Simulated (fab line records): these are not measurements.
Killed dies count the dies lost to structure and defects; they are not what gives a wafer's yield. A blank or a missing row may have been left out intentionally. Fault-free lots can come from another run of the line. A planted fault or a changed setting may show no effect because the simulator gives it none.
A lot that was struck, set against a sound lot || flow n5Finfet || 16 out of 1938 route steps
Sound: the wafers L117.2, L117.5, L117.6. Wafers struck: L111.1, L111.3, L111.6. The cause is named last.
At each step with rows: each side's tool, then ch and its chambers, then its first start. Under that, the readings that differ: sound wafers || struck wafers || difference of the means || sigmas: that difference in standard deviations of wafers without a fault.
alike: readings with means less than 2 such deviations apart, plus words and numbers identical on both sides. not compared: withheld readings, readings lacking a value on some wafer, bounds such as >300 that could conceal the same value, and numbers that have no deviation in the record and whose values overlap.
Wherever a step has rows on one side only, a row that says differs or no value, or a row with sigmas, the two part there. Numbers that don't overlap but have no deviation are shown without sigmas and don't part them. Lack of a reading on every wafer of one side parts them only where that side has two or more wafers.

first, 7 steps without rows for these wafers: N5_HKMG_FIN_COAT_30 (time 60 s, resist thk 35 nm); N5_HKMG_FIN_COAT_06 (resist thk 90 nm); N5_HKMG_FIN_EBR_08; N5_HKMG_FIN_SOFTBAKE_07 (time 60 s); N5_HKMG_FIN_EXPOSE_09 (exposes mask NWFM); N5_HKMG_FIN_PEB_10 (peb time 60 s); N5_HKMG_FIN_DEVELOP_11 (develop time 30 s).
N5_HKMG_FIN_CD_MEAS_12: the cd target is 92.8 nm.
  sound on cdSem-03 ch 0, day 8 11:10; struck on cdSem-02 ch 0, day 6 21:33
  alike: cdNm
N5_HKMG_FIN_OVL_MEAS_13:
  sound on overlay-01 ch 0, day 8 11:11; struck on overlay-02 ch 0, day 6 21:35
  alike: NWFM_OVL
N5_HKMG_FIN_INSPECT_14: inspects for defects (macro).
  sound on defectInspect-01 at day 8 11:13; struck on defectInspect-02 at day 6 21:37
  alike: rawDefectCount
N5_HKMG_FIN_DESCUM_17: chemistry O2, time 7.9 s.
  sound on rieDiel-05 ch 0,1, day 8 11:15; struck on rieDiel-03 ch 2,3, day 6 21:38
  alike: biasPowerW, drypumpMotorCurrentA, oesProductAu, rfVppV, showerheadPlenumPTorr, throttleValvePct
  not compared: rfHoursCounterH
N5_HKMG_FIN_ETCH_31: etches SiARC in CF4, target depth 45.5 nm, time 75.8 s.
  sound on rieDiel-05 ch 0,1, day 8 11:17; struck on rieDiel-03 ch 2,3, day 6 21:41
  alike: cf4FlowSccm, drypumpMotorCurrentA, etchRfOnTimeS, oesProductAu, rfFwdPowerW, rfVppV, showerheadPlenumPTorr, throttleValvePct
  not compared: rfHoursCounterH
N5_HKMG_FIN_ETCH_32: etches SOC in N2/H2, target depth 240 nm, time 300 s.
  sound on rieDiel-05 ch 0,1, day 8 11:20; struck on rieDiel-03 ch 2,3, day 6 21:44
{"reading": "oesProductAu (a.u.)", "sound": "0.87 0.75 0.89", "struck": "0.58 0.60 0.58", "difference": -0.25, "sigmas": -3}
{"reading": "rfFwdPowerW (W)", "sound": "838.3 835.7 838.9", "struck": "335.3 338.1 332.5", "difference": -502.3, "sigmas": "-99 or more"}
{"reading": "rfVppV (V)", "sound": "524.5 526.4 524.8", "struck": "700.5 701.0 701.6", "difference": "+175.8", "sigmas": "+80"}
{"reading": "model.HKMG_FIN.featureDepthNm (nm)", "sound": "244.8 243.4 248.8", "struck": "117.6 112.2 118", "difference": -129.7, "sigmas": ""}
{"reading": "model.etch.depthNm (nm)", "sound": "244.8 243.4 248.8", "struck": "117.6 112.3 118", "difference": -129.7, "sigmas": ""}
{"reading": "model.SiARC_of_HKMG_FIN_COAT_30.thkNm (nm)", "sound": "20.8 21.2 20.6", "struck": "26.6 27.2 26.8", "difference": "+6.0", "sigmas": ""}
  alike: drypumpMotorCurrentA, showerheadPlenumPTorr, throttleValvePct
  not compared: rfHoursCounterH
then, 1 step without rows for these wafers: N5_HKMG_FIN_STRIP_33 (strips in N2/H2).
-- here the record skips 5 days between the struck wafers' starts before and after, leaving off in module HKMG_FIN and picking up in module BEOL_M4 (first step shown: number 1111 of the route) --
N5_BEOL_M4_RC_MEAS_101:
  sound on prober-02 ch 0, day 12 22:40; struck on prober-01 ch 0, day 11 21:25
  alike: DIBL_N, DIBL_P, IOFF_N, IOFF_P, ION_N, ION_P, SS_N, SS_P, VT_N, VT_P
-- here the record skips 4 days between the struck wafers' starts before and after, leaving off in module BEOL_M4 and picking up in module PASSIVATION (first step shown: number 1936 of the route) --
N5_PASSIVATION_PROBE_49:
  sound on prober-01 at day 17 15:58; struck on prober-01 at day 16 08:19
  alike: defectLimitedYield, killed_at_M0_to_M3, killed_at_M4_up, killedAtContacts, killedAtFrontEnd, killedAtOther, killedDies, killedOpen, killedShort, sort_bin_5_function, sort_bin_6_memory, sortNPass, sortYieldPct

WHERE THEY PART
At N5_HKMG_FIN_ETCH_32 and nowhere else, as far as this record goes. Later steps at which nothing parts them and some readings are alike: N5_BEOL_M4_RC_MEAS_101, N5_PASSIVATION_PROBE_49.

WHY: whatever the simulator had introduced
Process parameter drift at N5_HKMG_FIN_ETCH_32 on rieDiel-03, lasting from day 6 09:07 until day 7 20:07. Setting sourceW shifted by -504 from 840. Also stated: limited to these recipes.
